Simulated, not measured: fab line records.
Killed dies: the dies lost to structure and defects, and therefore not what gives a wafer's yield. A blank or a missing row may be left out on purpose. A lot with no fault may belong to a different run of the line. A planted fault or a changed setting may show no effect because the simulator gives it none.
Matching of chambers ; flow n5-finfet ; 4 sister chambers for N5_BEOL_M8_VIA_ETCH_34 on rie-diel-06
The step etches SiCOH lowk in C4F6/O2, target depth 125.5 nm, time 50.5 s. 8 wafers are shown with their chamber, then 9 later ones without.

== WAFERS, EACH WITH ITS CHAMBER ==
wafer;chamber;rf-vpp-V (V);drypump-motor-current-A (A)
L081.4;1;685;5.6
L081.6;3;644;5.7
L089.5;1;683;5.6
L091.5;2;677;5.0
L091.6;0;676;5.2
L096.1;2;674;5.0
L096.3;3;643;5.6
L096.5;0;676;5.2

== WAFERS WITHOUT THEIR CHAMBER ==
wafer;rf-vpp-V (V);drypump-motor-current-A (A)
L092.1;675;5.0
L092.3;677;5.2
L092.6;677;5.2
L095.3;677;5.2
L095.5;676;5.0
L095.6;644;5.7
L097.2;684;5.6
L097.3;677;5.2
L097.4;676;5.0

== CHAMBER TAKEN BY EACH ==
wafer;from the rows above;in truth
L092.1;2;2
L092.3;0;0
L092.6;0;0
L095.3;0;0
L095.5;2;2
L095.6;3;3
L097.2;1;1
L097.3;0;0
L097.4;2;2
Correct placement for 9 of the 9. Can't be placed from these rows: 0. Wrongly placed: 0.
How it was worked out, from the rows above alone: a wafer's distance from a chamber is the root of the sum, over the readings, of the square of ((its reading less the chamber's mean) divided by the reading's scatter). The wafer belongs to the nearest chamber; if the next one is less than 2 further off, it can't be placed. The mean given for a chamber averages the wafers shown for that chamber. The scatter: take each reading less its chamber's mean, square it, sum over the shown wafers, divide by the number of wafers less the number of chambers, and take the root.
